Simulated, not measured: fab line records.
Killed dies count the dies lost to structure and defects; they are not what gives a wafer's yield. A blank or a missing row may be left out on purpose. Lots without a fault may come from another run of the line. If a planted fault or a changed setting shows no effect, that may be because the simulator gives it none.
Which of the tools did it?    flow nand_harc    18 wafers from 6 lots sampled at 2 of the route's 1302 steps

WHAT THE GAUGES SHOWED, per wafer
NHARC_P_ZERO_WELL_INSPECT_43.
lot   measured      on                 raw_defect_count
L695  day 2 23:41   defect_inspect-01  7 4 12
L698  day 4 15:34   defect_inspect-02  24 13 5
L700  day 5 01:32   defect_inspect-02  5 11 10
L705  day 7 03:59   defect_inspect-01  419 432 426
L713  day 10 11:26  defect_inspect-01  25 19 17
L715  day 11 07:38  defect_inspect-01  13 10 18

TOOL THAT RAN EACH LOT (tool first, then ch and the chambers of the sampled wafers, then the start)
lot   NHARC_P_ZERO_WELL_STRIP_28
L695  wet_bench-06 ch 0,1,7, day 2 19:30
L698  wet_bench-09 ch 5,6,7, day 4 11:29
L700  wet_bench-05 ch 1,3,6, day 4 21:20
L705  wet_bench-06 ch 0,1,5, day 6 23:45
L713  wet_bench-06 ch 0,4,7, day 10 07:12
L715  wet_bench-09 ch 1,3,7, day 11 03:31
- NHARC_P_ZERO_WELL_STRIP_28: strips in SPM, time 840 s.

THE ANSWER, worked out from the rows above alone
Rule: what is usual is taken from the lots themselves. The widest of any qualifying gaps counts: lots, ordered by their means at a reading, are off when they make up no more than a third of the lots, leave a main group of 4 or more, and stand apart from it by 3 or more times the standard deviation of that group's means. A main group is skipped when, at the precision printed for the reading in the tables above, its means are all equal. A lot without any number at a reading at which 4 lots or more have one is off too. Any other lot the step has rows for is counted as sound.
Off: L705, at NHARC_P_ZERO_WELL_INSPECT_43 (raw_defect_count). For the main group the mean is 13 and the standard deviation 4.5.
A tool fits if, at a process step before that reading, it ran every lot that is off, and no sound lot after the first of them. The gauges at NHARC_P_ZERO_WELL_INSPECT_43 are tried like those tools. Not one of the candidates tried fits.

WHAT WAS PUT IN BY THE SIMULATOR
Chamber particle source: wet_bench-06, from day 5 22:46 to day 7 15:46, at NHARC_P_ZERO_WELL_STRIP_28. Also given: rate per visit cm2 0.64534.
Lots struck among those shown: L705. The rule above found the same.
